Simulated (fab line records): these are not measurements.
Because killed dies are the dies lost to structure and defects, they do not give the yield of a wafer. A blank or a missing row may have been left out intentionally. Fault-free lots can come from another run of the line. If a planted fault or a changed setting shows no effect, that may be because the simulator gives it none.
Problem report, 8D (eight disciplines) form, completed by code ; flow n5Finfet ; the parts of the form that need people (team, actions taken, sign-off) are left out

## 1. PROBLEM STATEMENT
M15_THK at N5_BEOL_M15_THK_MEAS_50 reads a mean of 545 nm on 2 wafers of 2 lots; wafers without a fault read 826 nm with a standard deviation of 18. Measured from the usual mean, that is -16 standard deviations.
The step: measures by xrf.
Seen first at day 16 17:53 on filmMetro-01, wafer L675.5. At this step, 27 wafers from 9 lots have a number in the record. Rule for "out", or "out of limits": more than 4 standard deviations from the usual mean. The rest of the wafers with a number are treated as sound.

## 2. WHAT IT IS; WHAT IT IS NOT
question;is;is not
which readings at this step;M15_THK;-
which lots;L675, L678;L657, L662, L663, L664, L668, L679, L680
which wafers of those lots;L675.5, L678.1;L675.4, L675.6, L678.3, L678.4
read on which gauges;filmMetro-01;filmMetro-02
when;from day 16 17:53;"up to then (17 sound wafers); but 8 sound wafers of L678, L679, L680 came after"

## 3. WHAT RULES OUT EACH SUSPECT
Counting: any tool at a process step up to the reading remains a suspect provided it ran every lot that is out. Sound lots after the first of them don't rule it out here, since some wafers of a struck lot are sound.
- the gauge at N5_BEOL_M15_THK_MEAS_50: ruled out. All the wafers that are out were read on filmMetro-01, but those of them that N5_PASSIVATION_PROBE_49 has rows for are out there too, on other tools.
- rieDiel-01 at N5_BEOL_M15_TRENCH_ETCH_34 (etches SiO2 in C4F8/O2/Ar, target depth 872.93 nm, time 199 s): kept. It processed each lot that is out (first: L675, day 16 14:05); up to then, its last sound lot is L664 (day 13 00:19).
- In rieDiel-01 at N5_BEOL_M15_TRENCH_ETCH_34, the wafers that are out were processed in chamber 0 and their sound lot-mates in chambers 2, 3.
Remaining after the count: rieDiel-01 at N5_BEOL_M15_TRENCH_ETCH_34.

## 4. THE CAUSE (what the simulator had put in)
rieDiel-01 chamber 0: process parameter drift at N5_BEOL_M15_TRENCH_ETCH_34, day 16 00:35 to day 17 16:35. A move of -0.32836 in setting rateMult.
The count eliminated every tool but this one.

## 5. THE CHAIN OF EFFECTS, in route order
One row per reading whose mean, taken over the struck wafers that have a number, lies over 3 standard deviations from the usual. Only readings whose record carries a usual standard deviation are examined. hours: median over the lots of the time between each lot's start at the first step of this table that gives one and its start at this step. sigmas: the change, counted in usual standard deviations.
hours;step;reading;usual;on struck wafers;change;sigmas
0;N5_BEOL_M15_THK_MEAS_50;M15_THK;826 nm;545;-281;-16
0;N5_BEOL_M15_RS_MEAS_54;M15_RS;0.0215 ohm/sq;0.0333;+0.0118;+26
15;N5_PASSIVATION_PROBE_49;sort_bin_8_speed;0.00 %;0.29;+0.29;+18
Its process steps:
- N5_PASSIVATION_PROBE_49

## 6. WHAT WOULD HAVE CAUGHT IT SOONER
The first out-of-limits reading at a measuring or inspecting step in this record came at day 16 17:53, 17 hours after the fault's start at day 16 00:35.
No tool reading at N5_BEOL_M15_TRENCH_ETCH_34 that has a usual standard deviation in the record was out on any struck wafer, so an alarm limit of 4 standard deviations on those readings would not have fired.
The start of N5_BEOL_M15_TRENCH_ETCH_34 on rieDiel-01 came by day 16 17:53 for every one of the lots that are out (2). Had the tool been put on hold then, not one of them would have been saved.
